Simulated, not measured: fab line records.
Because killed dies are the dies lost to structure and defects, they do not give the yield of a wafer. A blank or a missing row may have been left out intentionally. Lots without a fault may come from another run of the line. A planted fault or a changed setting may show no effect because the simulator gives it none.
fab line records	flow n5_finfet
[record] lots = 11	wafers = 33	last_day = 18
route steps=1938 shown BEOL_M7@1308 PASSIVATION@1936
lots untouched by any fault: they come from a run of this same line in which no faults occurred
start_h: hours from the record's opening day to when the first of the lot's shown wafers began	wait_h: how many hours have passed since the lot's step before this one	" as in the row above	L1.1+2: several wafers, shown together as one row	- value missing, or start not given	* or withheld: withheld	< > ~ a bound
route shown NAME@n: NAME is a module with steps in the file, n the number in the route of the first one	usual: average and standard deviation across the fault-free wafers	same: alike in all rows	chamber/n: place in a boat	sites: readings site by site	_std_site: how widely they spread, as a standard deviation	_edge_site: inner sites' mean taken away from outer sites' mean	radius_mm: for every site, how far away it sits from the centre of the wafer	mask NAME#n: copy n	behind: the last tool/chamber to shape the wafer	hold: cause of the lot's hold/its duration in hours/its outcome	device: names the non-switching transistor (n, p or np)	end of line: the tests these same wafers got at the end of their route	for a step that has no rows: nothing shown but its recipe	killed: dies that structure and defects cost at the first sort, which is not the same as the wafer's yield	map: the dies of a wafer, with x for killed, . for not killed, _ for no die there
set.NAME: setting as actually run; set.NAME@STEP: the setting as run at that earlier step	model.NAME: the simulator's own value behind a step, which no gauge read
route steps across a sampled set of lots; one table per step, one row per wafer
services: when a tool's chamber went out of use (start_h, in hours from the record's first day, below 0 if earlier), for how many hours, and the reason
[[steps]]
[step N5_BEOL_M7_TRENCH_ETCH_37]
[recipe] chemistry = C4F6/O2	target_depth_a = 934.78	target = SiCOH_lowk	time_s = 31.2	ion_energy_ev = 250	pressure_mtorr = 30	source_w = 345	bias_w = 185	Ar_flow_sccm = 300	C4F6_flow_sccm = 10	O2_flow_sccm = 10
[usual] drypump_motor_current_A = 5.5/0.42	oes_product_au = 0.81/0.092	rf_vpp_V = 663/14	showerhead_plenum_p_Torr = 2.81/0.096	throttle_valve_pct = 20.76/0.18
lot.wafer	tool	chamber	start_h	wait_h	drypump_motor_current_A	oes_product_au	rf_hours_counter_h	rf_vpp_V	showerhead_plenum_p_Torr	throttle_valve_pct
L306.3	rie_diel-01	3	-	-	5.6	0.76	154	680	2.97	20.79
L306.4	"	2	"	"	5.2	0.77	-	672	2.75	20.80
L306.6	"	0	"	"	5.0	0.93	-	656	2.82	20.64
L305.2	rie_diel-01	3	-	-	5.6	0.75	157	682	2.97	20.81
L305.5	"	1	"	"	5.8	0.85	-	646	2.78	20.71
L305.6	"	0	"	"	5.0	0.92	-	656	2.82	20.64
L307.1	rie_diel-04	2	-	-	6.2	0.86	54	670	2.91	20.57
L307.3	"	1	"	"	5.7	0.76	147	651	2.62	20.65
L307.5	"	0	"	"	5.8	0.68	-	664	2.78	21.09
L308.1	rie_diel-03	2	-	-	5.0	0.94	11	691	2.89	20.50
L308.2	"	0	"	"	6.0	0.68	245	653	2.78	20.62
L308.3	"	1	"	"	6.3	0.68	248	675	2.92	21.31
L311.3	rie_diel-03	0	-	-	6.0	0.67	253	653	2.78	20.65
L311.4	"	3	"	"	5.7	0.67	-	646	2.81	21.10
L311.6	"	0	"	"	6.0	0.66	-	652	2.78	20.65
L313.2	rie_diel-01	0	-	-	4.9	0.89	23	657	2.82	20.66
L313.3	"	1	"	"	5.7	0.82	89	645	2.78	20.72
L313.6	"	3	"	"	5.6	0.74	-	681	2.97	20.83
L315.1	rie_diel-04	1	-	-	5.7	0.74	163	650	2.62	20.70
L315.3	"	3	"	"	5.2	0.69	227	653	2.71	20.87
L315.5	"	2	"	"	6.2	0.84	-	671	2.90	20.61
L321.2	rie_diel-03	2	-	-	5.1	0.86	47	690	2.87	20.55
L321.4	"	1	"	"	6.3	0.89	25	675	2.91	21.07
L321.5	"	3	"	"	5.7	0.95	-	645	2.80	20.80
L324.1	rie_diel-03	0	-	-	6.0	0.95	15	652	2.77	20.33
L324.2	"	2	"	"	5.0	0.86	50	693	2.87	20.52
L324.6	"	2	"	"	5.0	0.86	-	691	2.87	20.53
L326.1	rie_diel-04	2	-	-	6.2	0.82	91	671	2.89	20.63
L326.3	"	0	"	"	5.7	0.93	17	662	2.77	20.79
L326.4	"	1	"	"	5.6	0.72	184	652	2.61	20.73
L328.2	rie_diel-03	3	-	-	5.7	0.93	14	644	2.80	20.83
L328.3	"	2	"	"	5.1	0.85	56	691	2.87	20.54
L328.5	"	1	"	"	6.3	0.88	-	674	2.90	21.09
[step N5_BEOL_M7_DEGAS_44]
[recipe] ambient = vacuum	temp_c = 250	time_s = 60
[usual] heater_power_w = 347/15
lot.wafer	tool	chamber	start_h	wait_h	heater_power_w
L306.3	pvd_sputter-03	-	190.85	0.3	358
L306.4	"	-	"	"	321
L306.6	"	-	"	"	357
L305.2	pvd_sputter-02	-	205.45	2.3	360
L305.5	"	-	"	"	338
L305.6	"	-	"	"	355
L308.1	pvd_sputter-02	-	206.31	0.3	357
L308.2	"	-	"	"	349
L308.3	"	-	"	"	334
L307.1	pvd_sputter-01	-	206.32	0.3	336
L307.3	"	-	"	"	382
L307.5	"	-	"	"	333
L311.3	pvd_sputter-03	-	229.02	0.6	319
L311.4	"	-	"	"	347
L311.6	"	-	"	"	320
L313.2	pvd_sputter-01	-	235.07	1.7	385
L313.3	"	-	"	"	335
L313.6	"	-	"	"	327
L315.1	pvd_sputter-01	-	255.00	2.7	387
L315.3	"	-	"	"	336
L315.5	"	-	"	"	342
L321.2	pvd_sputter-02	-	298.59	0.4	333
L321.4	"	-	"	"	353
L321.5	"	-	"	"	339
L324.1	pvd_sputter-02	-	311.25	1.2	351
L324.2	"	-	"	"	356
L324.6	"	-	"	"	355
L326.1	pvd_sputter-01	-	324.04	0.3	342
L326.3	"	-	"	"	377
L326.4	"	-	"	"	346
L328.2	pvd_sputter-02	-	335.26	1.6	354
L328.3	"	-	"	"	346
L328.5	"	-	"	"	350
[step N5_BEOL_M7_ECD_50]
[recipe] material = Cu	target_thk_a = 3000
lot.wafer	tool	chamber	start_h	wait_h
L306.3+4+6	ecd_cu-01	1,0,0	191.68	0.1
L305.2+5+6	ecd_cu-02	0,0,1	206.28	0.1
L308.1+2+3	ecd_cu-02	1,0,1	207.15	0.1
L307.1+3+5	ecd_cu-01	0,1,0	207.23	0.1
L311.3+4+6	ecd_cu-02	1,0,1	229.75	0.1
L313.2+3+6	ecd_cu-02	1,0,1	235.88	0.1
L315.1+3+5	ecd_cu-01	0,1,0	255.87	0.1
L321.2+4+5	ecd_cu-02	0	299.71	0.1
L324.1+2+6	ecd_cu-02	1,0,1	312.01	0.1
L326.1+3+4	ecd_cu-01	0,0,1	325.60	0.1
L328.2+3+5	ecd_cu-01	0,0,1	336.46	0.1
[step N5_BEOL_M7_CMP_52]
[recipe] stop_on = SiCOH_lowk	t_overpolish_s = 6.9	down_force_psi = 1	platen_rpm = 50	clearing_platen_down_force_psi = 1.5	clearing_platen_rpm = 50	post_cmp_clean = cu_alkaline	target_thk_nm = 80	clearing_platen_pad_velocity_m_s = 0.99484	pad_velocity_m_s = 0.99484
[usual] motor_current_A = 6.0/0.45	time_to_endpoint_s = 62/3.3
lot.wafer	tool	chamber	start_h	wait_h	motor_current_A	time_to_endpoint_s
L306.3	cmp-03	2	192.13	0.2	5.5	52
L306.4	"	3	"	"	6.0	61
L306.6	"	0	"	"	6.9	58
L305.2	cmp-03	3	207.05	0.3	6.1	66
L305.6	"	0	"	"	6.7	64
L305.5	"	1	"	"	6.0	57
L308.2	cmp-01	0	207.75	0.2	5.7	60
L308.3	"	1	"	"	5.6	64
L308.1	"	2	"	"	6.1	62
L307.1	cmp-03	2	207.83	0.3	5.9	56
L307.3	"	3	"	"	6.2	59
L307.5	"	1	"	"	6.3	56
L311.4	cmp-04	0	230.15	0.2	6.3	62
L311.3	"	2	"	"	5.7	59
L311.6	"	3	"	"	5.8	62
L313.2	cmp-04	1	236.31	0.2	5.7	58
L313.3	"	3	"	"	5.9	66
L313.6	"	0	"	"	6.2	62
L315.1	cmp-04	2	256.54	0.5	5.7	60
L315.3	"	1	"	"	5.9	59
L315.5	"	3	"	"	5.6	67
L321.4	cmp-01	3	300.10	0.1	6.9	46
L321.2	"	0	"	"	5.4	45
L321.5	"	0	"	"	5.4	47
L324.1	cmp-04	2	312.41	0.3	5.7	61
L324.2	"	3	"	"	6.1	50
L324.6	"	3	"	"	5.7	65
L326.3	cmp-04	2	326.36	0.2	5.4	61
L326.1	"	3	"	"	5.6	68
L326.4	"	1	"	"	5.9	61
L328.2	cmp-04	1	336.89	0.2	5.7	59
L328.3	"	3	"	"	5.7	68
L328.5	"	0	"	"	6.5	65
[step N5_BEOL_M7_DEP_56]
[recipe] material = SiCN	target_thk_a = 100	temp_c = withheld	precursor = 3MS/NH3	pressure_torr = 3	rf_w = 202	time_s = 17.5
[usual] showerhead_plenum_p_Torr = 3.667/0.02	showerhead_vpp_V = 869/43	throttle_valve_pct = 9.0/0.31
lot.wafer	tool	chamber	start_h	wait_h	showerhead_plenum_p_Torr	showerhead_vpp_V	throttle_valve_pct
L306.3	pecvd-04	2	192.41	0.0	3.678	941	8.9
L306.4	"	1	"	"	3.648	814	9.3
L306.6	"	2	"	"	3.673	923	9.2
L305.2	pecvd-02	1	207.31	0.0	3.642	819	8.9
L305.5	"	2	"	"	3.673	861	8.6
L305.6	"	1	"	"	3.645	804	8.8
L308.1	pecvd-03	1	208.10	0.0	3.670	862	9.3
L308.2	"	2	"	"	3.690	913	9.1
L308.3	"	0	"	"	3.705	823	8.6
L307.1	pecvd-04	2	208.11	0.0	3.676	940	9.2
L307.3	"	0	"	"	3.643	865	8.7
L307.5	"	0	"	"	3.638	885	8.8
L311.3	pecvd-02	0	230.47	0.0	3.665	913	8.8
L311.4	"	0	"	"	3.669	912	8.7
L311.6	"	2	"	"	3.677	849	8.9
L313.2	pecvd-03	2	236.64	0.0	3.687	914	8.8
L313.3	"	2	"	"	3.684	897	9.1
L313.6	"	1	"	"	3.668	849	9.3
L315.1	pecvd-02	2	256.90	0.0	3.661	855	8.7
L315.3	"	2	"	"	3.669	849	8.4
L315.5	"	2	"	"	3.666	843	8.5
L321.2	pecvd-02	0	300.45	0.0	3.665	923	8.9
L321.4	"	2	"	"	3.659	850	8.7
L321.5	"	1	"	"	3.640	794	8.9
L324.1	pecvd-04	1	312.77	0.0	3.654	793	9.4
L324.2	"	0	"	"	3.641	880	8.7
L324.6	"	1	"	"	3.645	816	9.3
L326.1	pecvd-04	0	326.73	0.0	3.632	872	8.9
L326.3	"	1	"	"	3.642	809	9.3
L326.4	"	2	"	"	3.683	926	9.4
L328.2	pecvd-03	1	337.21	0.0	3.671	863	9.4
L328.3	"	0	"	"	3.709	818	8.8
L328.5	"	2	"	"	3.684	906	8.9
[step N5_PASSIVATION_PROBE_49]
[usual] defect_limited_yield = 91.2/1.6	killed_at_M0_to_M3 = 34/11	killed_at_M4_up = 14/5.7	killed_at_contacts = 14/6.6	killed_at_front_end = 37/10	killed_at_other = 4/3.2	killed_dies = 104/19	killed_open = 69/13	killed_short = 33/8.7	sort_bin_5_function = 5.1/1	sort_bin_6_memory = 3.3/0.76	sort_bin_8_speed = 0.00/0.016	sort_n_pass = 1076/19	sort_yield_pct = 91.2/1.6
[same] gross_dies = 1180	killed_at_back_side = 0	sort_bin_4_leakage[%] = 0
lot.wafer	tool	chamber	start_h	wait_h	defect_limited_yield[%]	killed_at_M0_to_M3	killed_at_M4_up	killed_at_contacts	killed_at_front_end	killed_at_other	killed_dies	killed_open	killed_short	sort_bin_5_function[%]	sort_bin_6_memory[%]	sort_bin_8_speed[%]	sort_n_pass	sort_yield_pct[%]
L308.1	prober-02	-	275.76	0.0	89.5	28	29	15	47	5	124	77	38	5.8	3.7	0	1056	89.5
L308.2	prober-02	-	275.81	0.1	90.7	24	23	6	55	2	110	84	23	5.5	3.6	0	1070	90.7
L308.3	prober-02	-	275.86	0.1	92.9	37	14	3	30	0	84	57	26	4.2	2.6	0	1096	92.9
L315.1	prober-01	-	326.27	0.0	91.0	36	20	9	30	11	106	63	40	4.5	4.3	0	1074	91.0
L315.3	prober-01	-	326.37	0.1	90.9	38	12	2	48	7	107	72	31	5.6	3.3	0	1073	90.9
L315.5	prober-01	-	326.47	0.2	89.4	44	16	15	39	11	125	88	35	6.6	3.9	0	1055	89.4
// killed by level:class
L308.1 BEOL_M4:geometric_particle:open=15 STI_FIN_REVEAL:geometric_particle:open=10 MOL_CONTACT_COAG:geometric_particle:open=10 BEOL_M0_SAQP:geometric_particle:short=9 BEOL_M1:geometric_particle:open=9 HKMG_FIN:area_etch=9 FIN_SAQP:geometric_particle:open=6 BEOL_M0_SAQP:geometric_particle:open=6
L308.2 STI_FIN_REVEAL:geometric_particle:open=13 BEOL_M4:geometric_particle:open=13 FIN_SAQP:geometric_particle:open=10 BEOL_M0_SAQP:geometric_particle:open=10 STARTING-WAFER:geometric_particle:open=9 BEOL_M1:geometric_particle:open=7 MOL_CONTACT_COAG:geometric_particle:open=6 FIN_SAQP:geometric_particle:short=3
L308.3 BEOL_M1:geometric_particle:open=11 BEOL_M2:geometric_particle:open=7 STI_FIN_REVEAL:geometric_particle:open=6 BEOL_M0_SAQP:geometric_particle:short=6 BEOL_M4:geometric_particle:open=5 BEOL_M1:geometric_particle:short=4 STARTING-WAFER:geometric_particle:open=4 ILD0:geometric_particle:open=3
L315.1 BEOL_M0_SAQP:geometric_particle:short=8 BEOL_M4:geometric_particle:open=8 PAD_METAL:geometric_particle:short=8 MOL_CONTACT_COAG:geometric_particle:open=7 BEOL_M2:geometric_particle:open=7 FIN_SAQP:geometric_particle:open=6 BEOL_M0_SAQP:geometric_particle:open=6 GATE_CUT:geometric_particle:short=5
L315.3 FIN_SAQP:geometric_particle:open=13 FIN_SAQP:geometric_particle:short=11 BEOL_M0_SAQP:geometric_particle:open=11 BEOL_M1:geometric_particle:open=7 BEOL_M3:geometric_particle:open=7 GATE_CUT:geometric_particle:short=6 STI_FIN_REVEAL:geometric_particle:open=5 BEOL_M0_SAQP:geometric_particle:short=5
L315.5 FIN_SAQP:geometric_particle:open=16 MOL_CONTACT_COAG:geometric_particle:open=13 BEOL_M2:geometric_particle:open=13 FIN_SAQP:geometric_particle:short=9 BEOL_M0_SAQP:geometric_particle:open=8 BEOL_M4:geometric_particle:open=8 BEOL_M0_SAQP:geometric_particle:short=6 BEOL_M1:geometric_particle:open=5
[[services]]
tool	chamber	start_h	hours	kind
rie_diel-01	1	186.61	6.5	repair
cmp-04	-	190.60	2.6	repair
rie_diel-04	3	198.65	1.7	repair
pecvd-02	0	206.64	4.7	repair
ecd_cu-01	-	209.35	0.8	repair
rie_diel-01	1	218.33	2.2	repair
cmp-03	-	220.94	0.8	repair
cmp-03	-	233.89	0.3	repair
rie_diel-04	-	237.68	2.8	pm
pecvd-03	-	238.67	4.3	pm
pecvd-04	-	254.23	6.0	pm
rie_diel-01	0	254.85	1.3	repair
cmp-03	-	259.78	4.0	pm
rie_diel-01	0	269.55	3.6	repair
cmp-04	-	278.21	0.4	repair
rie_diel-04	-	288.48	2.1	repair
pecvd-02	-	290.07	1.3	repair
rie_diel-01	1	305.80	8.6	repair
ecd_cu-02	-	306.76	1.1	repair
cmp-03	-	311.07	5.7	pm
pecvd-04	-	315.53	0.6	repair
pvd_sputter-01	-	335.20	1.6	repair
rie_diel-03	1	336.61	1.6	repair
cmp-04	-	337.08	5.0	pm
[[key]]
[first_sign] step = N5_BEOL_M7_CMP_52	reading = time_to_endpoint_s	direction = down	sigmas = 4.4	usual = *	struck = *
effect none on later readings
met_at N5_BEOL_M7_ECD_50
struck_lots L321,L324
struck_wafers L321.2,L321.4,L321.5,L324.2
not_acting_at N5_BEOL_M7_TRENCH_ETCH_37,N5_BEOL_M7_DEGAS_44,N5_BEOL_M7_DEP_56
onset_between 235.88 299.71
[fault] kind = process_parameter_drift	tool = ecd_cu-02	chamber = 0	onset_h = 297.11	steps = N5_BEOL_M7_ECD_50	channel = target_thk_a	offset = *	shape = step	end_h = 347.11	acts_in = *	stated = *
